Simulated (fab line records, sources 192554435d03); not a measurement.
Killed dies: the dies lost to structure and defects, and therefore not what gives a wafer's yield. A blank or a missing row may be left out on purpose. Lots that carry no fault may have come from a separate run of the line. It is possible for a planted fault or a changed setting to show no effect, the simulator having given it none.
Chamber matching / flow n5_finfet / N5_BEOL_M10_STRIP_67 on rie_diel-01 has 4 sister chambers
The step strips in CF4. 14 wafers are shown with their chamber, then 7 later ones without.

WAFERS PAIRED WITH THEIR CHAMBERS
wafer=L074.1; chamber=3; showerhead_plenum_p_Torr (Torr)=1.78; oes_product_au (a.u.)=0.72; throttle_valve_pct (%)=13.87
wafer=L074.3; chamber=0; showerhead_plenum_p_Torr (Torr)=1.79; oes_product_au (a.u.)=0.82; throttle_valve_pct (%)=13.54
wafer=L074.5; chamber=2; showerhead_plenum_p_Torr (Torr)=1.81; oes_product_au (a.u.)=0.79; throttle_valve_pct (%)=13.71
wafer=L079.2; chamber=1; showerhead_plenum_p_Torr (Torr)=1.82; oes_product_au (a.u.)=0.84; throttle_valve_pct (%)=13.51
wafer=L079.3; chamber=3; showerhead_plenum_p_Torr (Torr)=1.77; oes_product_au (a.u.)=0.71; throttle_valve_pct (%)=13.90
wafer=L079.5; chamber=2; showerhead_plenum_p_Torr (Torr)=1.80; oes_product_au (a.u.)=0.76; throttle_valve_pct (%)=13.76
wafer=L088.2; chamber=0; showerhead_plenum_p_Torr (Torr)=1.79; oes_product_au (a.u.)=0.78; throttle_valve_pct (%)=13.63
wafer=L088.3; chamber=1; showerhead_plenum_p_Torr (Torr)=1.82; oes_product_au (a.u.)=0.84; throttle_valve_pct (%)=13.55
wafer=L088.4; chamber=2; showerhead_plenum_p_Torr (Torr)=1.80; oes_product_au (a.u.)=0.76; throttle_valve_pct (%)=13.78
wafer=L086.1; chamber=1; showerhead_plenum_p_Torr (Torr)=1.82; oes_product_au (a.u.)=0.84; throttle_valve_pct (%)=13.58
wafer=L086.3; chamber=2; showerhead_plenum_p_Torr (Torr)=1.80; oes_product_au (a.u.)=0.76; throttle_valve_pct (%)=13.78
wafer=L086.5; chamber=3; showerhead_plenum_p_Torr (Torr)=1.77; oes_product_au (a.u.)=0.69; throttle_valve_pct (%)=13.92
wafer=L090.3; chamber=2; showerhead_plenum_p_Torr (Torr)=1.80; oes_product_au (a.u.)=0.75; throttle_valve_pct (%)=13.79
wafer=L090.4; chamber=3; showerhead_plenum_p_Torr (Torr)=1.77; oes_product_au (a.u.)=0.70; throttle_valve_pct (%)=13.95

SIGNATURES, as means of the wafers listed above
reading=showerhead_plenum_p_Torr; chamber 0=1.7900; chamber 1=1.8200; chamber 2=1.8020; chamber 3=1.7725; scatter within a chamber=0.00394
reading=oes_product_au; chamber 0=0.8000; chamber 1=0.8400; chamber 2=0.7640; chamber 3=0.7050; scatter within a chamber=0.0149
reading=throttle_valve_pct; chamber 0=13.5850; chamber 1=13.5467; chamber 2=13.7640; chamber 3=13.9100; scatter within a chamber=0.0375
Rule: for a wafer and a chamber, the distance is found by dividing, reading by reading, the gap between the wafer's reading and the chamber's mean by the reading's scatter, squaring, summing and taking the root. If the next closest chamber is less than 2 further off than the closest, the wafer can't be placed; otherwise it belongs to the closest. The scatter is the square root of a quotient: the sum, over the shown wafers, of each reading's squared deviation from its chamber's mean, divided by wafers minus chambers.

WAFERS WHOSE CHAMBER IS MISSING
wafer=L090.6; showerhead_plenum_p_Torr (Torr)=1.82; oes_product_au (a.u.)=0.83; throttle_valve_pct (%)=13.57
wafer=L093.2; showerhead_plenum_p_Torr (Torr)=1.76; oes_product_au (a.u.)=0.69; throttle_valve_pct (%)=13.97
wafer=L093.3; showerhead_plenum_p_Torr (Torr)=1.81; oes_product_au (a.u.)=0.82; throttle_valve_pct (%)=13.61
wafer=L093.4; showerhead_plenum_p_Torr (Torr)=1.78; oes_product_au (a.u.)=0.78; throttle_valve_pct (%)=13.65
wafer=L094.3; showerhead_plenum_p_Torr (Torr)=1.81; oes_product_au (a.u.)=0.82; throttle_valve_pct (%)=13.61
wafer=L094.5; showerhead_plenum_p_Torr (Torr)=1.79; oes_product_au (a.u.)=0.75; throttle_valve_pct (%)=13.83
wafer=L094.6; showerhead_plenum_p_Torr (Torr)=1.78; oes_product_au (a.u.)=0.76; throttle_valve_pct (%)=13.66

WHICH CHAMBER EACH WENT THROUGH
wafer=L090.6; from the rows above=1; in truth=1
wafer=L093.2; from the rows above=3; in truth=3
wafer=L093.3; from the rows above=can't be placed: 1 or 0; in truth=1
wafer=L093.4; from the rows above=0; in truth=0
wafer=L094.3; from the rows above=can't be placed: 1 or 0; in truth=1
wafer=L094.5; from the rows above=2; in truth=2
wafer=L094.6; from the rows above=0; in truth=0
Correctly placed: 5 of 7. These rows do not allow placing 2 (true chamber among the candidates in 2). Placed wrongly: 0.
